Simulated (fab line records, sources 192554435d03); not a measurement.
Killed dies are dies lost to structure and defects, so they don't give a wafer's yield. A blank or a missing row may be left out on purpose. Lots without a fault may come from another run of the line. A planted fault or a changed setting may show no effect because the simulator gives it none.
Chamber matching | flow n5_finfet | N5_BEOL_M9_ETCH_62 on rie_diel-03: 4 sister chambers
The step etches SOC in N2/H2, target depth 110 nm, overetch 22 nm, time 165 s. 4 wafers are shown with their chamber, then 9 later ones without.

WAFERS WITH THEIR CHAMBER
wafer  | chamber | drypump_motor_current_A (A)
L084.2 | 3       | 6.6
L084.6 | 2       | 5.8
L088.1 | 1       | 6.1
L088.6 | 0       | 4.9

WAFERS WITHOUT THEIR CHAMBER
wafer  | drypump_motor_current_A (A)
L086.3 | 6.0
L086.4 | 5.8
L086.6 | 5.8
L092.4 | 5.8
L092.5 | 6.7
L092.6 | 5.8
L096.1 | 4.9
L096.3 | 6.0
L096.5 | 6.0

WHICH CHAMBER EACH WENT THROUGH
wafer  | from the rows above     | in truth
L086.3 | can't be placed: 1 or 2 | 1
L086.4 | 2                       | 2
L086.6 | 2                       | 2
L092.4 | 2                       | 2
L092.5 | 3                       | 3
L092.6 | 2                       | 2
L096.1 | 0                       | 0
L096.3 | can't be placed: 1 or 2 | 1
L096.5 | can't be placed: 1 or 2 | 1
Placed correctly: 6 of 9. Can't be placed from these rows: 3 (the true chamber is among the candidates in 3). Placed wrongly: 0.
How it was worked out, from the rows above alone: a wafer's distance from a chamber is the root of the sum, over the readings, of the square of ((its reading less the chamber's mean) divided by the reading's scatter). The wafer belongs to the nearest chamber; if the next one is less than 2 further off, it can't be placed. A chamber's mean is the mean of its shown wafers. The scatter: with one shown wafer a chamber, the root of the mean of the squares of how far each hidden wafer lies from its nearest shown one.
